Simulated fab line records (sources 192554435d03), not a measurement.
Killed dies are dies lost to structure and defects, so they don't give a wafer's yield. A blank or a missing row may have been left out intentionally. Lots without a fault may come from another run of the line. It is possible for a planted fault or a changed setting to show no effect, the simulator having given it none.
Chamber matching || flow n5-finfet || N5_BEOL_M4_DESCUM_33 on rie-diel-02 has 4 sister chambers
The step chemistry O2, time 7 s. 4 wafers are shown with their chamber, then 7 later ones without.

## WAFERS, EACH WITH ITS CHAMBER
{"wafer": "L081.1", "chamber": 1, "throttle-valve-pct (%)": 20.16}
{"wafer": "L082.2", "chamber": 2, "throttle-valve-pct (%)": 20.71}
{"wafer": "L082.3", "chamber": 3, "throttle-valve-pct (%)": 20.27}
{"wafer": "L084.5", "chamber": 0, "throttle-valve-pct (%)": 20.17}

## WAFERS WHOSE CHAMBER IS MISSING
{"wafer": "L084.6", "throttle-valve-pct (%)": 20.26}
{"wafer": "L090.1", "throttle-valve-pct (%)": 20.71}
{"wafer": "L090.5", "throttle-valve-pct (%)": 20.71}
{"wafer": "L090.6", "throttle-valve-pct (%)": 20.19}
{"wafer": "L096.2", "throttle-valve-pct (%)": 20.22}
{"wafer": "L096.4", "throttle-valve-pct (%)": 20.28}
{"wafer": "L096.6", "throttle-valve-pct (%)": 20.22}

## CHAMBER TAKEN BY EACH
{"wafer": "L084.6", "from the rows above": 3, "in truth": 3}
{"wafer": "L090.1", "from the rows above": 2, "in truth": 2}
{"wafer": "L090.5", "from the rows above": 2, "in truth": 2}
{"wafer": "L090.6", "from the rows above": "can't be placed: 0 or 1", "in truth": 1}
{"wafer": "L096.2", "from the rows above": "can't be placed: 0 or 3 or 1", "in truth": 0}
{"wafer": "L096.4", "from the rows above": 3, "in truth": 3}
{"wafer": "L096.6", "from the rows above": "can't be placed: 0 or 3 or 1", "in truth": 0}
Correct placement for 4 of the 7. From these rows, 3 cannot be placed; in 3 the true chamber is one of the candidates. Placed wrongly: 0.
How it was worked out, from the rows above alone: a wafer's distance from a chamber is the root of the sum, over the readings, of the square of ((its reading less the chamber's mean) divided by the reading's scatter). The wafer belongs to the nearest chamber; if the next one is less than 2 further off, it can't be placed. For every chamber, the mean is computed from those of its wafers that are shown. The scatter: with one shown wafer a chamber, the root of the mean of the squares of how far each hidden wafer lies from its nearest shown one.
